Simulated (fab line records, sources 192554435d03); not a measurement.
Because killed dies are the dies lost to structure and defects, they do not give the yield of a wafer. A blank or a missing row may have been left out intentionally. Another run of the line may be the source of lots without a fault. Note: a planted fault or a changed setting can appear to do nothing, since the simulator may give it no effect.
Chamber matching || flow n5-finfet || N5_PMOS_HMC_CHANNEL_EPI_STRIP_33 on rie-diel-05: 4 sister chambers
The step strips in N2/H2. 24 wafers are shown with their chamber, then 12 later ones without.

## WAFERS PAIRED WITH THEIR CHAMBERS
{"wafer": "L075.2", "chamber": 0, "showerhead-plenum-p-Torr (Torr)": 3.45, "drypump-motor-current-A (A)": 5.9, "throttle-valve-pct (%)": 18.91}
{"wafer": "L075.3", "chamber": 1, "showerhead-plenum-p-Torr (Torr)": 3.24, "drypump-motor-current-A (A)": 5.8, "throttle-valve-pct (%)": 19.35}
{"wafer": "L075.5", "chamber": 0, "showerhead-plenum-p-Torr (Torr)": 3.45, "drypump-motor-current-A (A)": 6.0, "throttle-valve-pct (%)": 18.86}
{"wafer": "L076.3", "chamber": 0, "showerhead-plenum-p-Torr (Torr)": 3.45, "drypump-motor-current-A (A)": 5.9, "throttle-valve-pct (%)": 18.90}
{"wafer": "L076.4", "chamber": 1, "showerhead-plenum-p-Torr (Torr)": 3.23, "drypump-motor-current-A (A)": 5.7, "throttle-valve-pct (%)": 19.34}
{"wafer": "L076.5", "chamber": 1, "showerhead-plenum-p-Torr (Torr)": 3.23, "drypump-motor-current-A (A)": 5.7, "throttle-valve-pct (%)": 19.34}
{"wafer": "L087.2", "chamber": 2, "showerhead-plenum-p-Torr (Torr)": 3.35, "drypump-motor-current-A (A)": 6.8, "throttle-valve-pct (%)": 18.65}
{"wafer": "L087.3", "chamber": 3, "showerhead-plenum-p-Torr (Torr)": 3.34, "drypump-motor-current-A (A)": 5.2, "throttle-valve-pct (%)": 19.18}
{"wafer": "L087.4", "chamber": 1, "showerhead-plenum-p-Torr (Torr)": 3.23, "drypump-motor-current-A (A)": 5.7, "throttle-valve-pct (%)": 19.40}
{"wafer": "L089.2", "chamber": 2, "showerhead-plenum-p-Torr (Torr)": 3.35, "drypump-motor-current-A (A)": 6.8, "throttle-valve-pct (%)": 18.71}
{"wafer": "L089.4", "chamber": 1, "showerhead-plenum-p-Torr (Torr)": 3.23, "drypump-motor-current-A (A)": 5.7, "throttle-valve-pct (%)": 19.42}
{"wafer": "L089.5", "chamber": 2, "showerhead-plenum-p-Torr (Torr)": 3.35, "drypump-motor-current-A (A)": 6.8, "throttle-valve-pct (%)": 18.71}
{"wafer": "L090.1", "chamber": 0, "showerhead-plenum-p-Torr (Torr)": 3.44, "drypump-motor-current-A (A)": 5.9, "throttle-valve-pct (%)": 18.94}
{"wafer": "L090.2", "chamber": 2, "showerhead-plenum-p-Torr (Torr)": 3.35, "drypump-motor-current-A (A)": 6.7, "throttle-valve-pct (%)": 18.72}
{"wafer": "L090.4", "chamber": 3, "showerhead-plenum-p-Torr (Torr)": 3.34, "drypump-motor-current-A (A)": 5.2, "throttle-valve-pct (%)": 19.18}
{"wafer": "L091.1", "chamber": 3, "showerhead-plenum-p-Torr (Torr)": 3.34, "drypump-motor-current-A (A)": 5.2, "throttle-valve-pct (%)": 19.17}
{"wafer": "L091.2", "chamber": 0, "showerhead-plenum-p-Torr (Torr)": 3.44, "drypump-motor-current-A (A)": 6.0, "throttle-valve-pct (%)": 18.94}
{"wafer": "L091.3", "chamber": 2, "showerhead-plenum-p-Torr (Torr)": 3.35, "drypump-motor-current-A (A)": 6.8, "throttle-valve-pct (%)": 18.66}
{"wafer": "L091.4", "chamber": 1, "showerhead-plenum-p-Torr (Torr)": 3.22, "drypump-motor-current-A (A)": 5.7, "throttle-valve-pct (%)": 19.36}
{"wafer": "L091.5", "chamber": 3, "showerhead-plenum-p-Torr (Torr)": 3.34, "drypump-motor-current-A (A)": 5.2, "throttle-valve-pct (%)": 19.15}
{"wafer": "L091.6", "chamber": 2, "showerhead-plenum-p-Torr (Torr)": 3.35, "drypump-motor-current-A (A)": 6.7, "throttle-valve-pct (%)": 18.65}
{"wafer": "L092.1", "chamber": 1, "showerhead-plenum-p-Torr (Torr)": 3.22, "drypump-motor-current-A (A)": 5.8, "throttle-valve-pct (%)": 19.39}
{"wafer": "L092.2", "chamber": 2, "showerhead-plenum-p-Torr (Torr)": 3.35, "drypump-motor-current-A (A)": 6.7, "throttle-valve-pct (%)": 18.65}
{"wafer": "L092.3", "chamber": 3, "showerhead-plenum-p-Torr (Torr)": 3.34, "drypump-motor-current-A (A)": 5.2, "throttle-valve-pct (%)": 19.21}

SIGNATURES (averages over the wafers above)
{"reading": "showerhead-plenum-p-Torr", "chamber 0": 3.4460, "chamber 1": 3.2286, "chamber 2": 3.3500, "chamber 3": 3.3400, "scatter within a chamber": 0.0045}
{"reading": "drypump-motor-current-A", "chamber 0": 5.940, "chamber 1": 5.729, "chamber 2": 6.757, "chamber 3": 5.200, "scatter within a chamber": 0.0466}
{"reading": "throttle-valve-pct", "chamber 0": 18.9100, "chamber 1": 19.3714, "chamber 2": 18.6786, "chamber 3": 19.1780, "scatter within a chamber": 0.0307}
Rule: for each reading, subtract the chamber's mean from the wafer's reading, divide by that reading's scatter and square the result; add these up over the readings and take the root, which gives the wafer's distance from the chamber. The wafer belongs to the nearest chamber; if the next one is less than 2 further off, it can't be placed. The scatter: take each reading less its chamber's mean, square it, sum over the shown wafers, divide by the number of wafers less the number of chambers, and take the root.

## WAFERS WHOSE CHAMBER IS MISSING
{"wafer": "L093.1", "showerhead-plenum-p-Torr (Torr)": 3.22, "drypump-motor-current-A (A)": 5.7, "throttle-valve-pct (%)": 19.38}
{"wafer": "L093.2", "showerhead-plenum-p-Torr (Torr)": 3.34, "drypump-motor-current-A (A)": 5.2, "throttle-valve-pct (%)": 19.17}
{"wafer": "L093.3", "showerhead-plenum-p-Torr (Torr)": 3.35, "drypump-motor-current-A (A)": 6.8, "throttle-valve-pct (%)": 18.68}
{"wafer": "L093.4", "showerhead-plenum-p-Torr (Torr)": 3.22, "drypump-motor-current-A (A)": 5.8, "throttle-valve-pct (%)": 19.37}
{"wafer": "L093.5", "showerhead-plenum-p-Torr (Torr)": 3.34, "drypump-motor-current-A (A)": 5.2, "throttle-valve-pct (%)": 19.20}
{"wafer": "L093.6", "showerhead-plenum-p-Torr (Torr)": 3.34, "drypump-motor-current-A (A)": 6.7, "throttle-valve-pct (%)": 18.71}
{"wafer": "L095.3", "showerhead-plenum-p-Torr (Torr)": 3.33, "drypump-motor-current-A (A)": 5.2, "throttle-valve-pct (%)": 19.18}
{"wafer": "L095.4", "showerhead-plenum-p-Torr (Torr)": 3.22, "drypump-motor-current-A (A)": 5.7, "throttle-valve-pct (%)": 19.39}
{"wafer": "L095.5", "showerhead-plenum-p-Torr (Torr)": 3.34, "drypump-motor-current-A (A)": 6.7, "throttle-valve-pct (%)": 18.72}
{"wafer": "L097.2", "showerhead-plenum-p-Torr (Torr)": 3.34, "drypump-motor-current-A (A)": 6.7, "throttle-valve-pct (%)": 18.71}
{"wafer": "L097.4", "showerhead-plenum-p-Torr (Torr)": 3.22, "drypump-motor-current-A (A)": 5.7, "throttle-valve-pct (%)": 19.40}
{"wafer": "L097.6", "showerhead-plenum-p-Torr (Torr)": 3.44, "drypump-motor-current-A (A)": 5.9, "throttle-valve-pct (%)": 18.46}

## THE CHAMBER EACH PASSED THROUGH
{"wafer": "L093.1", "from the rows above": 1, "in truth": 1}
{"wafer": "L093.2", "from the rows above": 3, "in truth": 3}
{"wafer": "L093.3", "from the rows above": 2, "in truth": 2}
{"wafer": "L093.4", "from the rows above": 1, "in truth": 1}
{"wafer": "L093.5", "from the rows above": 3, "in truth": 3}
{"wafer": "L093.6", "from the rows above": 2, "in truth": 2}
{"wafer": "L095.3", "from the rows above": 3, "in truth": 3}
{"wafer": "L095.4", "from the rows above": 1, "in truth": 1}
{"wafer": "L095.5", "from the rows above": 2, "in truth": 2}
{"wafer": "L097.2", "from the rows above": 2, "in truth": 2}
{"wafer": "L097.4", "from the rows above": 1, "in truth": 1}
{"wafer": "L097.6", "from the rows above": 0, "in truth": 0}
Placed correctly: 12 of 12. From these rows, 0 cannot be placed. Number placed wrongly: 0.
